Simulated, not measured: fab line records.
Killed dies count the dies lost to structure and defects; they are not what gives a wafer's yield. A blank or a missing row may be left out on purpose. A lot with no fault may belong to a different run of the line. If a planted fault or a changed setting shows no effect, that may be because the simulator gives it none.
Struck lot and sound lot, side by side || flow n5_finfet || 39 out of 1938 route steps
Sound: these wafers, L637.1, L637.3, L637.4. Struck: wafers L648.1, L648.4, L648.6. Last of all comes the cause.
Per side, at each step with rows, come the tool, then ch with its chambers, and then its first start. Under that, the readings that differ: sound wafers || struck wafers || difference of the means || sigmas: that difference in standard deviations of wafers without a fault.
alike: readings whose means differ by less than 2 such deviations, and words and numbers that are the same on both sides. not compared: withheld readings, readings that some wafer has no value for, bounds like >300 that may hide the same value, and numbers for which the record gives no deviation and whose values overlap.
Wherever a step has rows on one side only, a row that says differs or no value, or a row with sigmas, the two part there. Non-overlapping numbers with no deviation appear without sigmas and do not part them. A reading that every wafer of one side lacks parts them only if that side has two wafers or more.

first, 9 steps without rows for these wafers: N5_HKMG_FIN_PEB_10 (peb time 60 s); N5_HKMG_FIN_DEVELOP_11 (develop time 30 s); N5_HKMG_FIN_DESCUM_17 (chemistry O2, time 7.9 s); N5_HKMG_FIN_ETCH_31 (etches SiARC in CF4, target depth 45.5 nm, time 75.8 s); N5_HKMG_FIN_ETCH_32 (etches SOC in N2/H2, target depth 240 nm, time 300 s); N5_HKMG_FIN_STRIP_33 (strips in N2/H2); N5_HKMG_FIN_STRIP_34 (strips in CF4); N5_HKMG_FIN_ETCH_35 (etches SOC in N2/H2, target depth 215.8 nm, time 243.4 s); N5_HKMG_FIN_STRIP_92 (strips SOC in N2/H2, time 20 s).
N5_HKMG_FIN_WET_ETCH_18: etches TiN in SC1, time 55 s, target depth 5.2 nm, rinse time 30 s.
  sound on wet_bench-04 ch 1,5,6, day 5 08:04; struck on wet_bench-04 ch 0,3,4, day 8 04:20
  not compared: temp_c
then, 27 steps without rows for these wafers: N5_HKMG_FIN_STRIP_19 (strips in N2/H2, time 360 s); N5_HKMG_FIN_ALD_91 (deposits TiN, target thk 1 nm, pulse time 1 s, purge time 3 s); N5_HKMG_FIN_COAT_85 (time 60 s, resist thk 300 nm); N5_HKMG_FIN_ETCH_86 (etches SOC in N2/H2, stops on TiN, target depth 393.2 nm); N5_HKMG_FIN_STRIP_89 (strips SOC in N2/H2, time 20 s); N5_HKMG_FIN_WET_ETCH_87 (etches TiN in SC1, time 154.2 s, target depth 4.7 nm, rinse time 30 s); N5_HKMG_FIN_STRIP_88 (strips in N2/H2, time 360 s); N5_HKMG_FIN_NWFM_ALD_20 (deposits TiAlC, target thk 2 nm, pulse time 3 s, purge time 2 s); N5_HKMG_FIN_ALD_71 (deposits TiN, target thk 1 nm, pulse time 1 s, purge time 3 s); N5_HKMG_FIN_COAT_66 (time 60 s, resist thk 300 nm); N5_HKMG_FIN_ETCH_67 (etches SOC in N2/H2, stops on TiN, target depth 388.9 nm); N5_HKMG_FIN_STRIP_90 (strips SOC in N2/H2, time 20 s); N5_HKMG_FIN_WET_ETCH_73 (etches the open film in SC1, time 42.3 s, target depth 1.3 nm, rinse time 30 s); N5_HKMG_FIN_ETCHBACK_68 (etches the open film in Cl2/Ar, stops on HfO2, target depth 0.5 nm); N5_HKMG_FIN_STRIP_69 (strips in N2/H2, time 360 s); N5_HKMG_FIN_ALD_21 (deposits TiN, target thk 1.5 nm, pulse time 1 s, purge time 3 s); N5_HKMG_FIN_ALD_72 (deposits W, target thk 2 nm, pulse time 1 s, purge time 2 s); N5_HKMG_FIN_W_FILL_22 (material W, target thk 60 nm, time 18.2 s); N5_HKMG_FIN_PRECLEAN_83 (cleans in DIW, time 57.5 s); N5_HKMG_FIN_SRD_84 (dry time 32 s); N5_HKMG_FIN_CMP_23 (polishes, stops on SiNx, t overpolish 10 s, target thk 46.326 nm); N5_HKMG_FIN_CMP_94 (polishes, stops on SiNx, t overpolish 4.7 s, target thk 43.299 nm); N5_GATE_CUT_ETCHBACK_00 (etches W in SF6/Cl2); N5_GATE_CUT_ETCH_56 (etches TiN in Cl2/Ar, target depth 21.6 nm); N5_GATE_CUT_ETCHBACK_30 (etches TiN in Cl2/Ar, target depth 3 nm); N5_GATE_CUT_VAPOR_ETCH_60 (etches HfO2 in BCl3/Cl2); N5_GATE_CUT_ETCH_58 (etches SiNx in CH3F/O2, target depth 17 nm, time 128.6 s).
-- here the record skips 4 days between the struck wafers' starts before and after, leaving off in module GATE_CUT and picking up in module BEOL_M4 (first step shown: number 1111 of the route) --
N5_BEOL_M4_RC_MEAS_101:
  sound on prober-01 ch 0, day 9 17:58; struck on prober-01 ch 0, day 11 23:56
{"reading": "IOFF_N (nA/um)", "sound": "0.160 0.154 0.143", "struck": "0.016 0.016 0.022", "difference": -0.134, "sigmas": -5}
{"reading": "IOFF_N_85C (nA/um)", "sound": "3.0 2.9 2.8", "struck": "0.4 0.5 0.6", "difference": -2.4, "sigmas": -5}
{"reading": "IOFF_N_LIN (nA/um)", "sound": "0.072 0.070 0.067", "struck": "0.007 0.008 0.010", "difference": -0.061, "sigmas": -6}
{"reading": "IOFF_N_LONG (nA/um)", "sound": "5.36e-05 5.38e-05 5.4e-05", "struck": "2.31e-05 2.31e-05 2.37e-05", "difference": -3.05e-05, "sigmas": -11}
{"reading": "ION_N (uA/um)", "sound": "665 659 668", "struck": "520 527 556", "difference": -130, "sigmas": -12}
{"reading": "VT_N (mV)", "sound": "250.9 253.5 251.8", "struck": "311.8 310.7 308.7", "difference": "+58.3", "sigmas": "+20"}
{"reading": "VT_N_LONG (mV)", "sound": "275.6 275.4 274.2", "struck": "337.6 337.4 338.9", "difference": "+62.9", "sigmas": "+33"}
{"reading": "VT_N_LVT (mV)", "sound": "98 100 100", "struck": "162 163 157", "difference": "+61", "sigmas": "+20"}
  alike: DIBL_N, DIBL_P, IOFF_P, ION_P, SS_N, SS_P, VT_P
-- here the record skips 4 days between the struck wafers' starts before and after, leaving off in module BEOL_M4 and picking up in module PASSIVATION (first step shown: number 1936 of the route) --
N5_PASSIVATION_PROBE_49:
  sound: prober-02 at day 14 10:44; struck: prober-01 at day 16 00:55
{"reading": "sort_bin_8_speed (%)", "sound": "0 0 0", "struck": "90.08 90.34 90.68", "difference": "+90.37", "sigmas": "+99 or more"}
{"reading": "sort_n_pass", "sound": "1072 1084 1072", "struck": "0 0 0", "difference": -1076, "sigmas": -60}
{"reading": "sort_yield_pct (%)", "sound": "90.8 91.9 90.8", "struck": "0 0 0", "difference": -91, "sigmas": -61}
  alike: defect_limited_yield, killed_at_M0_to_M3, killed_at_M4_up, killed_at_contacts, killed_at_front_end, killed_at_other, killed_dies, killed_open, killed_short, sort_bin_5_function, sort_bin_6_memory

WHERE THEY PART
Earliest at N5_BEOL_M4_RC_MEAS_101; latest, in this record, at N5_PASSIVATION_PROBE_49.

WHY: what had been put in by the simulator
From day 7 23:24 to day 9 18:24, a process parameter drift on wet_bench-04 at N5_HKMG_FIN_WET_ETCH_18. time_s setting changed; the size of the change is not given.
